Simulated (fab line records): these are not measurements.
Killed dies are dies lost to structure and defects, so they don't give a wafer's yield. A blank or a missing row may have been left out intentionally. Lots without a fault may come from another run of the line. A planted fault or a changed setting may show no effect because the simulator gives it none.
Chamber matching ; flow n5 finfet ; pecvd-01 running N5_BEOL_M15_DEP_53: 3 sister chambers
The step deposits SiCN from 3MS/NH3, target thk 50 nm, time 17.8 s. 6 wafers are shown with their chamber, then 9 later ones without.

WAFERS PAIRED WITH THEIR CHAMBERS
wafer;chamber;throttle valve pct (%);rf fwd power W (W)
L080.6;0;17.3;669.2
L083.2;1;19.5;667.3
L083.5;2;16.2;664.2
L087.2;0;17.1;666.8
L087.4;2;16.2;668.7
L087.6;1;19.3;669.8

WAFERS MISSING THEIR CHAMBER
wafer;throttle valve pct (%);rf fwd power W (W)
L090.1;17.2;671.0
L090.5;16.3;664.5
L090.6;19.4;669.9
L092.2;17.1;667.6
L092.5;16.3;663.3
L092.6;19.3;668.6
L096.1;16.5;663.7
L096.2;17.3;672.4
L096.3;19.2;669.8

WHICH CHAMBER EACH WENT THROUGH
wafer;from the rows above;in truth
L090.1;0;0
L090.5;2;2
L090.6;1;1
L092.2;0;0
L092.5;2;2
L092.6;1;1
L096.1;2;2
L096.2;0;0
L096.3;1;1
Correctly placed: 9 of 9. Left unplaced by these rows: 0. 0 placed wrongly.
How it was worked out, from the rows above alone: a wafer's distance from a chamber is the root of the sum, over the readings, of the square of ((its reading less the chamber's mean) divided by the reading's scatter). If the next closest chamber is less than 2 further off than the closest, the wafer can't be placed; otherwise it belongs to the closest. For every chamber, the mean is computed from those of its wafers that are shown. The scatter: take each reading less its chamber's mean, square it, sum over the shown wafers, divide by the number of wafers less the number of chambers, and take the root.
